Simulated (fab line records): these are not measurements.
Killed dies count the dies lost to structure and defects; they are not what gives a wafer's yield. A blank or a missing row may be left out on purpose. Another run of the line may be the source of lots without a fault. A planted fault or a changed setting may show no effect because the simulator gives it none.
Chamber matching    flow nand-harc    rie-diel-01 running NHARC_A_M1_DESCUM_14: 4 sister chambers
The step chemistry O2, time 3 s. 4 wafers are shown with their chamber, then 8 later ones without.

## WAFERS WITH THEIR CHAMBER
wafer   chamber  showerhead-plenum-p-Torr (Torr)
L080.2  0        2.00
L084.5  1        1.87
L084.6  2        1.88
L094.1  3        1.89

## WAFERS WITH NO CHAMBER GIVEN
wafer   showerhead-plenum-p-Torr (Torr)
L094.3  1.99
L094.6  1.99
L092.1  1.89
L092.2  1.88
L092.6  1.87
L093.3  1.99
L093.4  1.87
L093.6  1.89

## EACH ONE'S CHAMBER
wafer   from the rows above           in truth
L094.3  0                             0
L094.6  0                             0
L092.1  can't be placed: 3 or 2       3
L092.2  can't be placed: 2 or 1 or 3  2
L092.6  can't be placed: 1 or 2       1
L093.3  0                             0
L093.4  can't be placed: 1 or 2       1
L093.6  can't be placed: 3 or 2       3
Correct placement for 3 of the 8. Not placeable from these rows: 5 (in 5, the candidates include the true chamber). Number placed wrongly: 0.
How it was worked out, from the rows above alone: a wafer's distance from a chamber is the root of the sum, over the readings, of the square of ((its reading less the chamber's mean) divided by the reading's scatter). The wafer belongs to the nearest chamber; if the next one is less than 2 further off, it can't be placed. The mean given for a chamber averages the wafers shown for that chamber. The scatter: root of mean squared gap, hidden wafer to nearest shown wafer, with one shown wafer a chamber.
